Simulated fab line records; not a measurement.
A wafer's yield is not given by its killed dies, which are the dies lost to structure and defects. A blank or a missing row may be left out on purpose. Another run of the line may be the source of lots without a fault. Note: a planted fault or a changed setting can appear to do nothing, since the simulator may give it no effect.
Which of the tools did it? | flow nand_harc | 36 wafers from 12 lots sampled at 2 of the route's 1159 steps

## WHAT EACH GAUGE READ, for each wafer
NHARC_P_STI_OCD_MEAS_17.
lot  | measured    | on     | trench_depth_nm (nm)
L075 | day 2 18:22 | ocd-02 | 298 301 302
L077 | day 3 06:31 | ocd-02 | 310 305 301
L079 | day 4 04:49 | ocd-02 | 299 302 297
L081 | day 4 04:50 | ocd-01 | 299 298 295
L083 | day 4 21:04 | ocd-02 | 298 295 300
L085 | day 5 08:32 | ocd-01 | 301 298 304
L087 | day 5 19:02 | ocd-01 | 304 301 304
L089 | day 6 06:49 | ocd-01 | 303 297 304
L091 | day 6 17:58 | ocd-01 | 305 308 305
L093 | day 7 02:23 | ocd-01 | 312 310 306
L095 | day 7 17:29 | ocd-02 | 305 305 305
L097 | day 8 08:47 | ocd-02 | 308 308 311

## EACH LOT AND THE TOOL THAT RAN IT (in order: tool; ch and the chambers of the sampled wafers; start)
lot  | NHARC_P_ZERO_WELL_RTA_42
L075 | rtp_anneal-02 ch 0, day 2 00:54
L077 | rtp_anneal-01 ch 0, day 2 13:10
L079 | rtp_anneal-01 ch 0, day 3 01:04
L081 | rtp_anneal-02 ch 0, day 3 12:52
L083 | rtp_anneal-01 ch 0, day 4 00:45
L085 | rtp_anneal-02 ch 0, day 4 12:32
L087 | rtp_anneal-02 ch 0, day 5 01:05
L089 | rtp_anneal-01 ch 0, day 5 13:02
L091 | rtp_anneal-02 ch 0, day 6 01:08
L093 | rtp_anneal-01 ch 0, day 6 12:53
L095 | rtp_anneal-02 ch 0, day 7 00:58
L097 | rtp_anneal-02 ch 0, day 7 13:01
- NHARC_P_ZERO_WELL_RTA_42: time 300 s.

## THE ANSWER, worked out from the rows above alone
Rule: the usual values come from the lots themselves. The widest of any qualifying gaps counts: lots, ordered by their means at a reading, are off when they make up no more than a third of the lots, leave a main group of 4 or more, and stand apart from it by 3 or more times the standard deviation of that group's means. If all means in a main group match to the digits the tables above print for the reading, that group is not used. A lot without any number at a reading at which 4 lots or more have one is off too. The other lots that the step has rows for count as sound.
No lot is off on any of the readings shown, so nothing can be concluded from this.

## WHAT THE SIMULATOR HAD PUT IN
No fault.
